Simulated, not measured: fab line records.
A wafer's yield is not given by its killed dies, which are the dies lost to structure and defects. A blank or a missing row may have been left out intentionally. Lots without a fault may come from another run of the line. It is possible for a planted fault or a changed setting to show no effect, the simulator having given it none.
fab line records	flow nand_harc
[record] lots = 6	wafers = 18	last_day = 35
route steps=1302 shown A_ONON_D2@554 END@1302
lots with no fault: from the same line, run without faults
start_h: hours from the record's first day to the start of the lot's first wafer shown	wait_h: hours elapsed since this lot's preceding step	" same as the row above	L1.1+2: a single row standing in for several wafers	- no value, or no start was given	* or withheld: withheld	< > ~ a bound
route shown NAME@n: a module of which the file shows steps, and the number in the route of the first	usual: mean and standard deviation over wafers with no fault	same: alike in all rows	chamber/n: place in a boat	sites: per-site readings	_std_site: the standard deviation of these	_edge_site: the outer-site mean with the inner-site mean subtracted	radius_mm: for every site, how far away it sits from the centre of the wafer	mask NAME#n: copy n	behind: the most recent tool/chamber to have shaped the wafer	hold: why the lot was held/for how many hours/how that ended	device: transistor that didn't switch, given as n, p or np	end of line: tests of these same wafers at the route's end	for a step that has no rows: nothing shown but its recipe	killed: not the wafer's yield, but the dies lost to structure and defects at the first sort	map: the dies of a wafer, with x for killed, . for not killed, _ for no die there
set.NAME: the setting as run; set.NAME@STEP: as run at that earlier step	model.NAME: the simulator's own value behind a step, which no gauge read
certain route steps with their lots: each step a table, each wafer a row
services: the hour from which a tool's chamber was out of use, counted from the record's first day as start_h (under 0 if before that day), plus the number of hours and why
[[steps]]
[step NHARC_A_ONON_D2_THK_MEAS_14]
[recipe] thk_meas_gauge = ellipsometry
[usual] thk_nm = 1001/6.7
lot.wafer	tool	chamber	start_h	wait_h	thk_nm
L823.1	film_metro-02	-	279.30	-	994
L823.2	"	-	"	"	994
L823.5	"	-	"	"	994
L829.2	film_metro-02	-	345.07	-	998
L829.3	"	-	"	"	1000
L829.6	"	-	"	"	1000
L833.1	film_metro-01	-	380.78	-	1009
L833.2	"	-	"	"	1007
L833.4	"	-	"	"	1010
L836.3	film_metro-01	-	415.42	-	1007
L836.5	"	-	"	"	1006
L836.6	"	-	"	"	1007
L839.2	film_metro-01	-	444.91	-	1000
L839.3	"	-	"	"	998
L839.6	"	-	"	"	1000
L845.1	film_metro-02	-	505.47	-	1006
L845.5	"	-	"	"	1004
L845.6	"	-	"	"	1004
[step NHARC_A_ONON_D2_ANNEAL_15]
[recipe] temp_c = 750	time_s = 3600
[step NHARC_A_ONON_D2_DEP_16]
[recipe] target_thk_a = 10000	n2_flow_sccm = 2750	n2o_flow_sccm = 2000	nh3_flow_sccm = 500	sih4_flow_sccm = 210	temp_c = 400
[step NHARC_A_ONON_D2_THK_MEAS_18]
[recipe] thk_meas_gauge = ellipsometry
[usual] thk_nm = 1000/13
lot.wafer	tool	chamber	start_h	wait_h	thk_nm
L823.1	film_metro-01	-	286.48	-	1022
L823.2	"	-	"	"	1021
L823.5	"	-	"	"	1021
L829.2	film_metro-01	-	352.43	-	1004
L829.3	"	-	"	"	1004
L829.6	"	-	"	"	1003
L833.1	film_metro-01	-	388.14	-	988
L833.2	"	-	"	"	989
L833.4	"	-	"	"	989
L836.3	film_metro-01	-	422.94	-	987
L836.5	"	-	"	"	987
L836.6	"	-	"	"	986
L839.2	film_metro-02	-	452.33	-	1002
L839.3	"	-	"	"	1001
L839.6	"	-	"	"	1000
L845.1	film_metro-02	-	514.77	-	1010
L845.5	"	-	"	"	1009
L845.6	"	-	"	"	1011
[step NHARC_A_ONON_D2_DEP_19]
[recipe] target_thk_a = 10000	n2_flow_sccm = 2750	n2o_flow_sccm = 2000	nh3_flow_sccm = 500	sih4_flow_sccm = 210	temp_c = 400
[step NHARC_A_ONON_D2_THK_MEAS_21]
[recipe] thk_meas_gauge = ellipsometry
[usual] thk_nm = 998/12
lot.wafer	tool	chamber	start_h	wait_h	thk_nm
L823.1	film_metro-02	-	287.06	-	992
L823.2	"	-	"	"	991
L823.5	"	-	"	"	994
L829.2	film_metro-01	-	353.01	-	981
L829.3	"	-	"	"	982
L829.6	"	-	"	"	983
L833.1	film_metro-01	-	388.71	-	1016
L833.2	"	-	"	"	1015
L833.4	"	-	"	"	1015
L836.3	film_metro-01	-	423.50	-	999
L836.5	"	-	"	"	998
L836.6	"	-	"	"	998
L839.2	film_metro-01	-	452.89	-	980
L839.3	"	-	"	"	978
L839.6	"	-	"	"	979
L845.1	film_metro-01	-	515.34	-	999
L845.5	"	-	"	"	998
L845.6	"	-	"	"	1000
[step NHARC_A_ONON_D2_DEP_22]
[recipe] target_thk_a = 10000	n2_flow_sccm = 2750	n2o_flow_sccm = 2000	nh3_flow_sccm = 500	sih4_flow_sccm = 210	temp_c = 400
[step NHARC_A_ONON_D2_THK_MEAS_24]
[recipe] thk_meas_gauge = ellipsometry
[usual] thk_nm = 1001/9.3
lot.wafer	tool	chamber	start_h	wait_h	thk_nm
L823.1	film_metro-02	-	287.62	-	1004
L823.2	"	-	"	"	1004
L823.5	"	-	"	"	1005
L829.2	film_metro-02	-	353.57	-	1011
L829.3	"	-	"	"	1008
L829.6	"	-	"	"	1008
L833.1	film_metro-02	-	389.27	-	999
L833.2	"	-	"	"	999
L833.4	"	-	"	"	999
L836.3	film_metro-01	-	424.07	-	992
L836.5	"	-	"	"	993
L836.6	"	-	"	"	992
L839.2	film_metro-02	-	453.46	-	1011
L839.3	"	-	"	"	1009
L839.6	"	-	"	"	1009
L845.1	film_metro-02	-	515.91	-	989
L845.5	"	-	"	"	990
L845.6	"	-	"	"	988
[step NHARC_A_ONON_D2_DEP_25]
[recipe] target_thk_a = 10000	n2_flow_sccm = 2750	n2o_flow_sccm = 2000	nh3_flow_sccm = 500	sih4_flow_sccm = 210	temp_c = 400
[step NHARC_A_ONON_D2_THK_MEAS_27]
[recipe] thk_meas_gauge = ellipsometry
[usual] thk_nm = 997/8.9
lot.wafer	tool	chamber	start_h	wait_h	thk_nm
L823.1	film_metro-01	-	288.18	-	995
L823.2	"	-	"	"	995
L823.5	"	-	"	"	994
L829.2	film_metro-02	-	354.16	-	995
L829.3	"	-	"	"	996
L829.6	"	-	"	"	995
L833.1	film_metro-01	-	389.83	-	993
L833.2	"	-	"	"	994
L833.4	"	-	"	"	995
L836.3	film_metro-02	-	424.64	-	989
L836.5	"	-	"	"	985
L836.6	"	-	"	"	987
L839.2	film_metro-01	-	454.02	-	1002
L839.3	"	-	"	"	1001
L839.6	"	-	"	"	1001
L845.1	film_metro-01	-	516.48	-	992
L845.5	"	-	"	"	994
L845.6	"	-	"	"	994
[step NHARC_A_ONON_D2_DEP_28]
[recipe] target_thk_a = 10000	n2_flow_sccm = 2750	n2o_flow_sccm = 2000	nh3_flow_sccm = 500	sih4_flow_sccm = 210	temp_c = 400
[step NHARC_A_ONON_D2_THK_MEAS_30]
[recipe] thk_meas_gauge = ellipsometry
[usual] thk_nm = 1004/8.9
lot.wafer	tool	chamber	start_h	wait_h	thk_nm
L823.1	film_metro-02	-	288.74	-	1000
L823.2	"	-	"	"	1002
L823.5	"	-	"	"	1002
L829.2	film_metro-02	-	354.73	-	1008
L829.3	"	-	"	"	1008
L829.6	"	-	"	"	1007
L833.1	film_metro-01	-	390.40	-	1013
L833.2	"	-	"	"	1013
L833.4	"	-	"	"	1013
L836.3	film_metro-01	-	425.21	-	1003
L836.5	"	-	"	"	1005
L836.6	"	-	"	"	1003
L839.2	film_metro-01	-	454.58	-	1009
L839.3	"	-	"	"	1009
L839.6	"	-	"	"	1007
L845.1	film_metro-01	-	517.06	-	994
L845.5	"	-	"	"	995
L845.6	"	-	"	"	993
[step NHARC_A_ONON_D2_DEP_33]
[recipe] target_thk_a = 2000	temp_c = 400	pressure_torr = 6.5	rf_w = 900	teos_flow_sccm = 161.4	flow_sccm = 2650	target_thk_nm = 200	gas = O2	material = SiO2
[usual] flow_sccm = 2650/8.1	heater_power_w = 608/87	mfc_precursor_sccm = 161.4/0.45	rf_fwd_power_W = 898.5/2.8	throttle_valve_pct = 15.6/0.42
lot.wafer	tool	chamber	start_h	wait_h	flow_sccm	heater_power_w	mfc_precursor_sccm	rf_fwd_power_W	throttle_valve_pct
L823.2	pecvd-04	2	288.80	0.1	2652	702	160.9	899.7	15.7
L823.1	"	1	"	"	2648	657	160.9	901.8	15.1
L823.5	"	1	"	"	2655	489	161.6	902.6	14.9
L829.3	pecvd-01	1	354.79	0.1	2652	527	162.4	895.7	16.0
L829.2	"	0	"	"	2655	545	161.7	898.7	16.1
L829.6	"	1	"	"	2650	389	161.8	895.6	16.1
L833.1	pecvd-01	2	390.50	0.1	2652	564	161.2	897.6	15.4
L833.2	"	0	"	"	2640	544	139.9	900.5	15.8
L833.4	"	1	"	"	2643	476	161.8	899.2	16.2
L836.3	pecvd-01	0	425.26	0.1	2645	518	140.2	900.3	16.0
L836.6	"	1	"	"	2657	420	161.8	896.0	16.0
L836.5	"	2	"	"	2656	594	161.4	897.5	15.4
L839.2	pecvd-02	2	454.64	0.1	2647	715	161.6	894.2	16.3
L839.3	"	1	"	"	2652	488	161.0	899.3	15.5
L839.6	"	1	"	"	2652	513	160.7	902.5	15.6
L845.1	pecvd-02	1	517.20	0.1	2638	522	161.0	896.1	15.6
L845.6	"	2	"	"	2644	720	161.0	891.2	16.2
L845.5	"	1	"	"	2652	526	161.0	900.0	15.7
[step NHARC_A_ONON_D2_THK_MEAS_34]
[recipe] thk_meas_gauge = ellipsometry
[usual] thk_nm = 200.3/2.7
lot.wafer	tool	chamber	start_h	wait_h	thk_nm
L823.1	film_metro-02	-	289.22	-	200.9
L823.2	"	-	"	"	199.7
L823.5	"	-	"	"	203.2
L829.2	film_metro-02	-	355.20	-	196.6
L829.3	"	-	"	"	195.4
L829.6	"	-	"	"	200.2
L833.1	film_metro-02	-	390.87	-	199.7
L833.2	"	-	"	"	170.3
L833.4	"	-	"	"	199.9
L836.3	film_metro-01	-	425.67	-	172.7
L836.5	"	-	"	"	202.0
L836.6	"	-	"	"	198.7
L839.2	film_metro-01	-	455.05	-	200.9
L839.3	"	-	"	"	199.1
L839.6	"	-	"	"	205.5
L845.1	film_metro-01	-	517.53	-	199.8
L845.5	"	-	"	"	197.1
L845.6	"	-	"	"	197.6
[step NHARC_END_SORT_01]
[recipe] temp_c = 25
[usual] killed_at_array = 62/22	killed_at_other = 1.0/1.4	killed_at_periphery = 4.2/2.8	killed_dies = 67/23	killed_open = 3.1/1.7	killed_short = 2.1/1.5
[same] gross_dies = 677
lot.wafer	tool	chamber	start_h	wait_h	killed_at_array	killed_at_other	killed_at_periphery	killed_dies	killed_open	killed_short
L833.1	prober-01	0	661.74	2.5	52	1	5	58	3	0
L833.2	prober-01	0	662.55	2.8	47	0	4	51	5	0
L833.4	prober-01	0	664.16	3.4	57	2	2	61	2	3
L839.2	prober-01	0	732.42	2.8	29	0	2	31	5	0
L839.3	prober-01	0	733.22	3.1	22	0	3	25	1	2
L839.6	prober-01	0	735.61	4.0	32	0	1	33	2	1
// killed by level:class
L833.1 A_SLIT:chamber_film_flake=39 A_CHANNEL_HOLE_D1:chamber_film_flake=4 A_CONTACT:chamber_film_flake=3 P_ZERO_WELL:chamber_film_flake=2 A_CHANNEL_FILL_D1:chamber_film_flake=2 P_M0:geometric_particle:open=1 P_M1:geometric_particle:open=1 A_DECK1_JOINT:geometric_particle:open=1
L833.2 A_SLIT:chamber_film_flake=30 A_CHANNEL_HOLE_D1:chamber_film_flake=6 A_CONTACT:chamber_film_flake=5 A_CHANNEL_FILL_D1:chamber_film_flake=2 P_STI:geometric_particle:open=1 P_GATE:geometric_particle:open=1 P_M0:geometric_particle:open=1 A_CHANNEL_FILL_D1:geometric_particle:open=1
L833.4 A_SLIT:chamber_film_flake=34 A_CHANNEL_HOLE_D1:chamber_film_flake=9 A_CONTACT:chamber_film_flake=3 A_ZERO_WELL:chamber_film_flake=2 A_SGD_CUT:chamber_film_flake=2 A_WL_FILL:chamber_film_flake=2 THIN_TSV:chamber_film_flake=2 P_M2:geometric_particle:short=1
L839.2 A_CHANNEL_HOLE_D1:chamber_film_flake=9 A_STAIRCASE:chamber_film_flake=8 A_CONTACT:chamber_film_flake=4 A_SLIT:chamber_film_flake=3 P_CONTACT:geometric_particle:open=1 P_M2:geometric_particle:open=1 A_ONON_D2:geometric_particle:open=1 A_WL_FILL:geometric_particle:open=1
L839.3 A_CHANNEL_HOLE_D1:chamber_film_flake=8 A_STAIRCASE:chamber_film_flake=6 P_ZERO_WELL:chamber_film_flake=2 A_CHANNEL_FILL_D1:chamber_film_flake=2 P_GATE:geometric_particle:open=1 A_DECK1_JOINT:geometric_particle:short=1 A_M0:geometric_particle:short=1 A_DECK1_JOINT:chamber_film_flake=1
L839.6 A_CHANNEL_HOLE_D1:chamber_film_flake=9 A_SLIT:chamber_film_flake=7 A_STAIRCASE:chamber_film_flake=4 A_DECK1_JOINT:chamber_film_flake=2 A_WL_FILL:chamber_film_flake=2 A_CHANNEL_FILL_D1:geometric_particle:open=1 A_CHANNEL_FILL_D1:geometric_particle:short=1 A_DECK1_JOINT:geometric_particle:open=1
[[services]]
tool	chamber	start_h	hours	kind
pecvd-04	-	269.13	13.0	pm
pecvd-02	1	328.06	10.2	repair
pecvd-01	-	328.99	13.0	pm
pecvd-01	0	328.99	13.0	vent_cycle
pecvd-01	1	328.99	13.0	vent_cycle
pecvd-01	2	328.99	13.0	vent_cycle
pecvd-01	0	341.99	-	clean
pecvd-01	1	341.99	-	clean
pecvd-01	2	341.99	-	clean
pecvd-02	1	395.68	11.8	repair
pecvd-02	-	408.35	13.0	pm
pecvd-02	0	408.35	13.0	vent_cycle
pecvd-02	1	408.35	13.0	vent_cycle
pecvd-02	2	408.35	13.0	vent_cycle
pecvd-04	2	420.94	10.9	repair
pecvd-02	0	421.35	-	clean
pecvd-02	1	421.35	-	clean
pecvd-04	-	450.38	13.0	pm
pecvd-01	1	459.17	21.9	repair
pecvd-02	2	480.54	13.4	repair
pecvd-01	-	509.99	13.0	pm
pecvd-01	0	509.99	13.0	vent_cycle
pecvd-01	1	509.99	17.3	vent_cycle
pecvd-01	2	509.99	13.0	vent_cycle
[[key]]
[first_sign] step = NHARC_A_ONON_D2_DEP_33	reading = mfc_precursor_sccm	direction = down	sigmas = 47	usual = 161.4	struck = 140.1
[effect] step = NHARC_A_ONON_D2_THK_MEAS_34	reading = thk_nm	direction = down	sigmas = 11	usual = 200.3	struck = 171.5
met_at NHARC_A_ONON_D2_DEP_33
struck_wafers L833.2,L836.3
tester_left_out L833,L836
onset_between 354.79 390.50
[fault] kind = process_parameter_drift	tool = pecvd-01	chamber = 0	onset_h = 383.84	steps = NHARC_A_ONON_D2_DEP_33	channel = teos_flow_sccm	offset = *	shape = step	end_h = 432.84	acts_in = *	stated = *
// tester_left_out: of these lots the tester's yield and bins aren't shown, on N5 and GAA mostly nor the transistor test; their killed dies are dies lost to structure and defects alone, not to doping, threshold or leakage, so they don't give the yield
